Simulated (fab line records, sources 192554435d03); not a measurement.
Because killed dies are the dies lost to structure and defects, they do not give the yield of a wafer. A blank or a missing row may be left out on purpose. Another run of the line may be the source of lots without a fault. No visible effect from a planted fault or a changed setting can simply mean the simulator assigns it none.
Matching of chambers ; flow n5-finfet ; N5_MOL_CONTACT_COAG_ETCHBACK_135 on rie-diel-04 has 4 sister chambers
The step etches SiO2 in CHF3, target depth 25 nm, time 16.7 s. 4 wafers are shown with their chamber, then 9 later ones without.

== WAFERS PAIRED WITH THEIR CHAMBERS ==
wafer;chamber;oes-product-au (a.u.)
L084.1;1;0.93
L084.2;3;0.77
L087.1;2;0.83
L087.6;0;0.72

== WAFERS MISSING THEIR CHAMBER ==
wafer;oes-product-au (a.u.)
L094.1;0.88
L094.4;0.70
L094.5;0.82
L095.1;0.70
L095.3;0.81
L095.6;0.71
L096.2;0.71
L096.3;0.81
L096.5;0.81

== THE CHAMBER EACH PASSED THROUGH ==
wafer;from the rows above;in truth
L094.1;can't be placed: 1 or 2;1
L094.4;0;0
L094.5;can't be placed: 2 or 3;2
L095.1;0;0
L095.3;can't be placed: 2 or 3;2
L095.6;0;0
L096.2;0;0
L096.3;can't be placed: 2 or 3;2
L096.5;can't be placed: 2 or 3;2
4 of 9 placed correctly. Cannot be placed on the basis of these rows: 5; the candidates contain the true chamber in 5. 0 placed wrongly.
How it was worked out, from the rows above alone: a wafer's distance from a chamber is the root of the sum, over the readings, of the square of ((its reading less the chamber's mean) divided by the reading's scatter). If the next closest chamber is less than 2 further off than the closest, the wafer can't be placed; otherwise it belongs to the closest. The mean given for a chamber averages the wafers shown for that chamber. The scatter (one wafer shown for each chamber): square how far every hidden wafer sits from the nearest shown wafer, average those squares and take the square root.
